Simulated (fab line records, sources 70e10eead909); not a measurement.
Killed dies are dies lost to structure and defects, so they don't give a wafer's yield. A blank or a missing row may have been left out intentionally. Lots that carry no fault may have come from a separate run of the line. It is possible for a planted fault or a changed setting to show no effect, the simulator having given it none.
Chamber matching || flow nandHarc || pecvd-04 running NHARC_P_M2_DEP_33: 3 sister chambers
The step deposits SiCN, target thk 30 nm. 3 wafers are shown with their chamber, then 7 later ones without.

EACH WAFER AND ITS CHAMBER
{"wafer": "L899.4", "chamber": 1, "showerheadVppV (V)": 1342}
{"wafer": "L902.3", "chamber": 2, "showerheadVppV (V)": 1376}
{"wafer": "L902.4", "chamber": 0, "showerheadVppV (V)": 1240}

WAFERS WITH NO CHAMBER GIVEN
{"wafer": "L902.6", "showerheadVppV (V)": 1385}
{"wafer": "L914.2", "showerheadVppV (V)": 1356}
{"wafer": "L914.4", "showerheadVppV (V)": 1244}
{"wafer": "L914.5", "showerheadVppV (V)": 1330}
{"wafer": "L913.1", "showerheadVppV (V)": 1316}
{"wafer": "L913.2", "showerheadVppV (V)": 1379}
{"wafer": "L913.4", "showerheadVppV (V)": 1339}

WHICH CHAMBER EACH WENT THROUGH
{"wafer": "L902.6", "from the rows above": 2, "in truth": 2}
{"wafer": "L914.2", "from the rows above": "can't be placed: 1 or 2", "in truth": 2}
{"wafer": "L914.4", "from the rows above": 0, "in truth": 0}
{"wafer": "L914.5", "from the rows above": 1, "in truth": 1}
{"wafer": "L913.1", "from the rows above": 1, "in truth": 1}
{"wafer": "L913.2", "from the rows above": 2, "in truth": 2}
{"wafer": "L913.4", "from the rows above": 1, "in truth": 1}
Correct placement for 6 of the 7. Can't be placed from these rows: 1 (the true chamber is among the candidates in 1). Wrongly placed: 0.
How it was worked out, from the rows above alone: a wafer's distance from a chamber is the root of the sum, over the readings, of the square of ((its reading less the chamber's mean) divided by the reading's scatter). The wafer belongs to the nearest chamber; if the next one is less than 2 further off, it can't be placed. The mean given for a chamber averages the wafers shown for that chamber. The scatter: with one shown wafer a chamber, the root of the mean of the squares of how far each hidden wafer lies from its nearest shown one.
